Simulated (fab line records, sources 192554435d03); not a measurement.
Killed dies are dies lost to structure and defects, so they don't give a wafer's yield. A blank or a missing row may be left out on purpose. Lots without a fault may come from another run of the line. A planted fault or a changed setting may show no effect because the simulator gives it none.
Which tool did it? | flow n5_finfet | 8 lots, 24 wafers sampled, at 6 steps of a route of 1938

WHAT THE GAUGES READ, wafer by wafer
N5_WELL_APT_CD_MEAS_25: target cd 200 nm.
lot  | measured    | on        | cd_nm (nm)
L525 | day 2 15:05 | cd_sem-03 | 200.8 197.5 199.3
L526 | day 2 21:16 | cd_sem-03 | 201.1 202.3 202.7
L535 | day 5 03:09 | cd_sem-03 | 196.5 197.2 198.1
L536 | day 5 09:05 | cd_sem-01 | 202.6 201.4 201.6
L537 | day 5 14:59 | cd_sem-03 | 197.7 201.6 202.0
L538 | day 5 21:04 | cd_sem-03 | 201.5 200.3 201.4
L542 | day 6 21:07 | cd_sem-03 | 197.5 196.7 198.0
L543 | day 7 02:48 | cd_sem-01 | 200.8 196.2 196.9

N5_FIN_SAQP_OVL_MEAS_17.
lot  | measured    | on         | FIN_CORE_OVL (nm)
L525 | day 2 21:34 | overlay-02 | -0.5 -0.6 -0.7
L526 | day 3 03:49 | overlay-02 | -0.1 -0.6 -0.6
L535 | day 5 09:47 | overlay-02 | - - -
L536 | day 5 15:38 | overlay-02 | - - -
L537 | day 5 21:59 | overlay-02 | - - -
L538 | day 6 03:25 | overlay-02 | 0.7 0.2 0.8
L542 | day 7 03:46 | overlay-01 | 0.6 0.7 0.3
L543 | day 7 09:15 | overlay-01 | 1.4 1.7 1.0

N5_BEOL_M4_RC_MEAS_101.
lot  | measured     | on        | CJ_P           | DIBL_N (mV/V)  | DIBL_P (mV/V)  | IOFF_N (nA/um) | IOFF_P (nA/um) | IOFF_P_85C (nA/um) | IOFF_P_LIN (nA/um) | IOFF_P_LONG (nA/um)        | ION_N (uA/um) | ION_P (uA/um) | REXT_P (ohm.um)   | SS_N (mV/dec)  | SS_P (mV/dec)  | VT_N (mV)   | VT_P (mV)      | VT_P_LONG (mV) | VT_P_LVT (mV)
L525 | day 8 18:02  | prober-02 | 6.08 5.91 5.98 | 36.8 35.1 34.9 | 36.4 34.4 34.6 | 0.15 0.13 0.13 | 0.20 0.18 0.18 | 3.4 3.1 3.1        | 0.094 0.088 0.087  | 0.000101 9.9e-05 0.000101  | 654 664 668   | 452 455 459   | 96.4 96.6 97.2    | 72.1 70.7 71.4 | 73.0 72.6 73.1 | 254 253 253 | -254 -253 -253 | -275 -276 -277 | -101.7 -102.7 -102.0
L526 | day 9 00:40  | prober-01 | 6.03 6.02 5.69 | 34.9 33.6 33.5 | 35.4 34.7 34.3 | 0.14 0.13 0.14 | 0.21 0.20 0.21 | 3.7 3.5 3.6        | 0.105 0.101 0.104  | 0.000121 0.000123 0.000118 | 667 671 681   | 468 470 480   | 99.1 99.2 98.6    | 71.2 71.3 71.0 | 72.8 72.7 72.3 | 249 250 249 | -248 -248 -247 | -272 -270 -268 | -97.5 -98.3 -96.8
L535 | day 12 21:15 | prober-01 | 6.49 6.45 6.55 | 37.7 36.4 37.2 | 56.5 54.9 55.3 | 0.17 0.15 0.16 | 0.00 0.00 0.00 | 0.1 0.0 0.1        | 0.001 0.000 0.001  | 3.2e-05 3e-05 3.2e-05      | 691 675 676   | 120 116 116   | 77.5 77.5 77.0    | 72.6 72.1 72.3 | 76.8 76.1 76.3 | 248 250 251 | -408 -417 -417 | -497 -498 -499 | -262.8 -263.3 -265.2
L536 | day 13 14:40 | prober-01 | 6.44 6.50 6.41 | 33.1 37.4 33.9 | 53.7 59.9 55.3 | 0.11 0.17 0.12 | 0.00 0.00 0.00 | 0.0 0.1 0.0        | 0.000 0.001 0.000  | 3e-05 3.1e-05 2.9e-05      | 665 680 664   | 115 121 115   | 76.4 76.1 77.8    | 69.9 71.8 70.9 | 75.7 77.3 76.0 | 255 253 254 | -418 -416 -418 | -497 -501 -499 | -265.4 -262.8 -265.8
L537 | day 13 07:18 | prober-02 | 6.56 6.51 6.39 | 39.3 36.0 36.2 | 61.3 55.7 56.2 | 0.22 0.15 0.15 | 0.00 0.00 0.00 | 0.1 0.0 0.0        | 0.001 0.000 0.000  | 3.3e-05 3.1e-05 3.1e-05    | 696 694 686   | 124 119 118   | 75.6 77.3 76.5    | 72.3 70.8 71.5 | 77.7 76.6 76.5 | 246 249 249 | -410 -417 -420 | -494 -493 -495 | -260.5 -266.1 -266.3
L538 | day 14 01:24 | prober-01 | 5.84 5.79 5.50 | 38.9 36.9 37.8 | 37.9 34.5 36.4 | 0.18 0.15 0.15 | 0.24 0.19 0.22 | 4.1 3.4 3.8        | 0.112 0.094 0.100  | 0.000104 0.000101 9.7e-05  | 673 673 648   | 462 456 451   | 101.7 100.1 100.1 | 71.4 71.2 72.2 | 74.0 73.6 74.2 | 248 249 253 | -249 -252 -252 | -275 -278 -278 | -97.8 -100.8 -100.3
L542 | day 13 00:07 | prober-02 | 5.88 5.89 5.79 | 38.4 35.6 38.0 | 36.3 34.7 37.4 | 0.17 0.12 0.16 | 0.21 0.19 0.22 | 3.7 3.4 3.9        | 0.101 0.096 0.106  | 0.00011 0.000112 0.00011   | 663 668 676   | 453 464 460   | 100.3 99.1 102.3  | 72.6 71.1 72.0 | 73.2 73.2 74.0 | 250 252 248 | -250 -251 -246 | -274 -275 -271 | -100.3 -101.7 -100.3
L543 | day 14 12:35 | prober-02 | 5.91 5.82 5.99 | 35.8 34.3 36.3 | 36.4 34.6 36.0 | 0.15 0.13 0.15 | 0.23 0.19 0.21 | 3.9 3.4 3.6        | 0.108 0.095 0.102  | 0.000117 0.000117 0.00012  | 676 673 676   | 469 465 465   | 101.5 101.6 100.3 | 72.4 71.7 72.0 | 73.1 72.1 72.5 | 251 253 251 | -249 -250 -249 | -274 -274 -272 | -97.9 -101.2 -99.1

WHICH TOOL RAN EACH LOT (tool, then ch and the chambers of the sampled wafers, then the start)
lot  | N5_WELL_APT_DESCUM_13             | N5_PMOS_HMC_CHANNEL_EPI_DESCUM_14 | N5_PMOS_HMC_CHANNEL_EPI_FIN_RECESS_16
L525 | rie_diel-04 ch 0,2, day 2 14:04   | rie_diel-06 ch 2,3, day 2 17:35   | rie_si-04 ch 0,2, day 2 18:03
L526 | rie_diel-04 ch 1,2, day 2 20:14   | rie_diel-05 ch 1,2,3, day 2 23:35 | rie_si-04 ch 0,1,2, day 3 00:03
L535 | rie_diel-02 ch 0,1,3, day 5 01:59 | rie_diel-06 ch 2,3, day 5 05:37   | rie_si-05 ch 1,2,3, day 5 06:04
L536 | rie_diel-03 ch 0,3, day 5 07:54   | rie_diel-06 ch 0,1,3, day 5 11:32 | rie_si-03 ch 1,2, day 5 11:59
L537 | rie_diel-04 ch 1,2,3, day 5 13:48 | rie_diel-05 ch 1,2, day 5 17:20   | rie_si-04 ch 0,2,3, day 5 17:47
L538 | rie_diel-02 ch 0,2,3, day 5 20:02 | rie_diel-01 ch 0,1,2, day 5 23:19 | rie_si-04 ch 0,1,2, day 5 23:47
L542 | rie_diel-02 ch 0,3, day 6 19:57   | rie_diel-06 ch 0,1,3, day 6 23:24 | rie_si-05 ch 2,3, day 6 23:52
L543 | rie_diel-03 ch 1,3, day 7 01:39   | rie_diel-05 ch 0,1,3, day 7 05:01 | rie_si-04 ch 0,3, day 7 05:29
- N5_WELL_APT_DESCUM_13: chemistry O2, time 7.9 s.
- N5_PMOS_HMC_CHANNEL_EPI_DESCUM_14: chemistry O2, time 7.9 s.
- N5_PMOS_HMC_CHANNEL_EPI_FIN_RECESS_16: chemistry HBr/Cl2, target Si, target depth 54 nm, time 18 s.

WHAT THE TOOLS THEMSELVES READ (means of the sampled wafers that have a number; where no wafer has one, the mark that the record gives instead)
N5_WELL_APT_DESCUM_13.
lot  | tool        | drypump_motor_current_A (A) | oes_product_au (a.u.) | rf_vpp_V (V) | showerhead_plenum_p_Torr (Torr) | throttle_valve_pct (%)
L525 | rie_diel-04 | 6.3                         | 0.72                  | 242.2        | 2.03                            | 20.74
L526 | rie_diel-04 | 6.3                         | 0.82                  | 241.4        | 2.04                            | 20.63
L535 | rie_diel-02 | 6.3                         | 0.81                  | 241.8        | 2.04                            | 20.47
L536 | rie_diel-03 | 5.6                         | 0.79                  | 243.5        | 2.07                            | 20.42
L537 | rie_diel-04 | 6.0                         | 0.85                  | 242.7        | 2.05                            | 20.42
L538 | rie_diel-02 | 6.3                         | 0.83                  | 243.8        | 2.12                            | 20.37
L542 | rie_diel-02 | 6.4                         | 0.86                  | 243.5        | 2.09                            | 20.41
L543 | rie_diel-03 | 5.6                         | 0.87                  | 245.2        | 2.19                            | 20.26

N5_PMOS_HMC_CHANNEL_EPI_DESCUM_14.
lot  | tool        | drypump_motor_current_A (A) | oes_product_au (a.u.) | rf_vpp_V (V) | showerhead_plenum_p_Torr (Torr) | throttle_valve_pct (%)
L525 | rie_diel-06 | 6.2                         | 0.72                  | 242.6        | 2.07                            | 20.34
L526 | rie_diel-05 | 5.7                         | 0.73                  | 242.1        | 2.05                            | 20.50
L535 | rie_diel-06 | 6.1                         | 0.70                  | 243.4        | 2.06                            | 20.36
L536 | rie_diel-06 | 5.8                         | 0.78                  | 242.8        | 2.12                            | 20.30
L537 | rie_diel-05 | 5.8                         | 0.72                  | 244.0        | 2.10                            | 20.41
L538 | rie_diel-01 | 5.3                         | 0.77                  | 244.0        | 2.15                            | 20.56
L542 | rie_diel-06 | 5.8                         | 0.77                  | 243.0        | 2.12                            | 20.31
L543 | rie_diel-05 | 6.1                         | 0.81                  | 243.2        | 2.07                            | 20.54

N5_PMOS_HMC_CHANNEL_EPI_FIN_RECESS_16.
lot  | tool      | HBr_flow_sccm (sccm) | bias_w (W) | drypump_motor_current_A (A) | oes_product_au (a.u.) | throttle_valve_pct (%)
L525 | rie_si-04 | 150.4                | 75.13      | 5.0                         | 1.002                 | 35.2
L526 | rie_si-04 | 149.9                | 74.92      | 5.4                         | 1.006                 | 35.3
L535 | rie_si-05 | -                    | -          | -                           | -                     | -
L536 | rie_si-03 | -                    | -          | -                           | -                     | -
L537 | rie_si-04 | -                    | -          | -                           | -                     | -
L538 | rie_si-04 | 150.3                | 75.05      | 5.4                         | 1.003                 | 35.3
L542 | rie_si-05 | 150.1                | 74.95      | 6.0                         | 1.013                 | 36.1
L543 | rie_si-04 | 149.8                | 74.92      | 5.1                         | 0.991                 | 34.9

THE ANSWER, worked out from the rows above alone
Rule: what is usual is taken from the lots themselves. Put in order of their means at a reading, lots are off if they are a third of the lots or fewer, leave a main group of 4 or more, and stand apart from it by a gap of 3 or more times the standard deviation of the main group's means; of several such gaps the widest counts. A main group whose means are all the same, to the digits that the tables above print for the reading, isn't used. A lot without any number at a reading at which 4 lots or more have one is off too. The other lots that the step has rows for count as sound. The gauges are gone through in route order, then the tools' own readings, and for those a lot's mean is taken as printed above. The first step at which some lot is off is used, and at that step the reading that is off furthest; a lot without a number counts as furthest.
Off: L535, L536, L537, at N5_FIN_SAQP_OVL_MEAS_17 (FIN_CORE_OVL). Without a number there: L535, L536, L537. The main group: mean 0.3 nm, standard deviation 0.72.
A tool fits if, at a process step before that reading, it ran every lot that is off, and no sound lot after the first of them. The gauges at N5_FIN_SAQP_OVL_MEAS_17 aren't tried: what is off there is off at N5_PMOS_HMC_CHANNEL_EPI_FIN_RECESS_16 too, on other tools, and a gauge's error can't cause that. None of those tried fits.

WHAT THE SIMULATOR HAD PUT IN
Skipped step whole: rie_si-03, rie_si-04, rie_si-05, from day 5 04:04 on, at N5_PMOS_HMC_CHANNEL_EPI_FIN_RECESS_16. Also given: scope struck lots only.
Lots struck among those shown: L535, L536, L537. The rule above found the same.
